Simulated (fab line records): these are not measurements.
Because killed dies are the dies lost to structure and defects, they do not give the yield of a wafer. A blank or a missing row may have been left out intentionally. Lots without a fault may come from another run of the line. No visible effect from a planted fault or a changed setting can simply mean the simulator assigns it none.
Chamber matching    flow nand-harc    NHARC_THIN_TSV_DEP_47 on pecvd-01: 3 sister chambers
The step deposits SiO2, target thk 200 nm. 6 wafers are shown with their chamber, then 9 later ones without.

## WAFERS WITH THEIR CHAMBER
wafer   chamber  throttle-valve-pct (%)
L083.2  2        15.8
L083.5  0        15.4
L083.6  1        16.7
L085.3  1        16.8
L085.4  2        15.5
L085.5  0        15.5

## WAFERS WITHOUT THEIR CHAMBER
wafer   throttle-valve-pct (%)
L086.2  15.2
L086.5  15.4
L086.6  15.6
L091.2  15.8
L091.3  15.0
L091.4  15.0
L092.1  15.0
L092.2  17.2
L092.5  15.6

## EACH ONE'S CHAMBER
wafer   from the rows above      in truth
L086.2  can't be placed: 0 or 2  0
L086.5  can't be placed: 0 or 2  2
L086.6  can't be placed: 2 or 0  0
L091.2  can't be placed: 2 or 0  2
L091.3  can't be placed: 0 or 2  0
L091.4  can't be placed: 0 or 2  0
L092.1  can't be placed: 0 or 2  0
L092.2  1                        1
L092.5  can't be placed: 2 or 0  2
1 of 9 placed correctly. Not placeable from these rows: 8 (in 8, the candidates include the true chamber). Number placed wrongly: 0.
How it was worked out, from the rows above alone: a wafer's distance from a chamber is the root of the sum, over the readings, of the square of ((its reading less the chamber's mean) divided by the reading's scatter). If the next closest chamber is less than 2 further off than the closest, the wafer can't be placed; otherwise it belongs to the closest. The mean given for a chamber averages the wafers shown for that chamber. How the scatter is found: for the shown wafers, subtract from each reading the mean of its chamber, square and add these, divide the total by (wafers less chambers), then take the root.
